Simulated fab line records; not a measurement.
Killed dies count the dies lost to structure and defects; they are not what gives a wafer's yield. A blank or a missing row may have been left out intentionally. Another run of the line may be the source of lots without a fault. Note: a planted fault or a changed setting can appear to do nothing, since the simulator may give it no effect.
Matching of chambers | flow n5Finfet | 4 sister chambers for N5_BEOL_M7_ETCH_66 on rieDiel-01
The step etches SOC in N2/H2, target depth 80 nm, overetch 16 nm, time 120 s. 14 wafers are shown with their chamber, then 7 later ones without.

## WAFERS PAIRED WITH THEIR CHAMBERS
wafer  | chamber | throttleValvePct (%) | showerheadPlenumPTorr (Torr) | oesProductAu (a.u.)
L078.1 | 2       | 18.00                | 2.62                         | 0.54
L078.4 | 1       | 17.80                | 2.48                         | 0.67
L078.5 | 0       | 17.33                | 2.56                         | 0.69
L084.2 | 2       | 18.03                | 2.62                         | 0.54
L084.4 | 0       | 17.36                | 2.56                         | 0.67
L084.6 | 2       | 18.01                | 2.62                         | 0.54
L086.2 | 3       | 18.02                | 2.51                         | 0.53
L086.5 | 2       | 18.03                | 2.62                         | 0.53
L086.6 | 3       | 18.04                | 2.51                         | 0.53
L087.2 | 0       | 17.37                | 2.55                         | 0.67
L087.3 | 2       | 18.03                | 2.61                         | 0.54
L087.6 | 2       | 18.05                | 2.61                         | 0.54
L089.2 | 0       | 17.37                | 2.55                         | 0.66
L089.4 | 1       | 17.84                | 2.47                         | 0.66

SIGNATURES, as means of the wafers listed above
reading               | chamber 0 | chamber 1 | chamber 2 | chamber 3 | scatter within a chamber
throttleValvePct      | 17.3575   | 17.8200   | 18.0250   | 18.0300   | 0.019
showerheadPlenumPTorr | 2.5550    | 2.4750    | 2.6167    | 2.5100    | 0.00532
oesProductAu          | 0.6725    | 0.6650    | 0.5383    | 0.5300    | 0.0078
Rule: distance of a wafer from a chamber = root of the sum over the readings of ((wafer's reading minus chamber's mean) / reading's scatter) squared. The wafer belongs to the nearest chamber; if the next one is less than 2 further off, it can't be placed. How the scatter is found: for the shown wafers, subtract from each reading the mean of its chamber, square and add these, divide the total by (wafers less chambers), then take the root.

## WAFERS MISSING THEIR CHAMBER
wafer  | throttleValvePct (%) | showerheadPlenumPTorr (Torr) | oesProductAu (a.u.)
L089.6 | 17.83                | 2.47                         | 0.65
L092.1 | 18.04                | 2.51                         | 0.53
L092.3 | 17.37                | 2.55                         | 0.66
L092.4 | 17.83                | 2.47                         | 0.65
L093.1 | 17.82                | 2.47                         | 0.65
L093.5 | 18.05                | 2.61                         | 0.53
L093.6 | 18.07                | 2.50                         | 0.53

## EACH ONE'S CHAMBER
wafer  | from the rows above | in truth
L089.6 | 1                   | 1
L092.1 | 3                   | 3
L092.3 | 0                   | 0
L092.4 | 1                   | 1
L093.1 | 1                   | 1
L093.5 | 2                   | 2
L093.6 | 3                   | 3
Correct placement for 7 of the 7. Left unplaced by these rows: 0. Wrongly placed: 0.
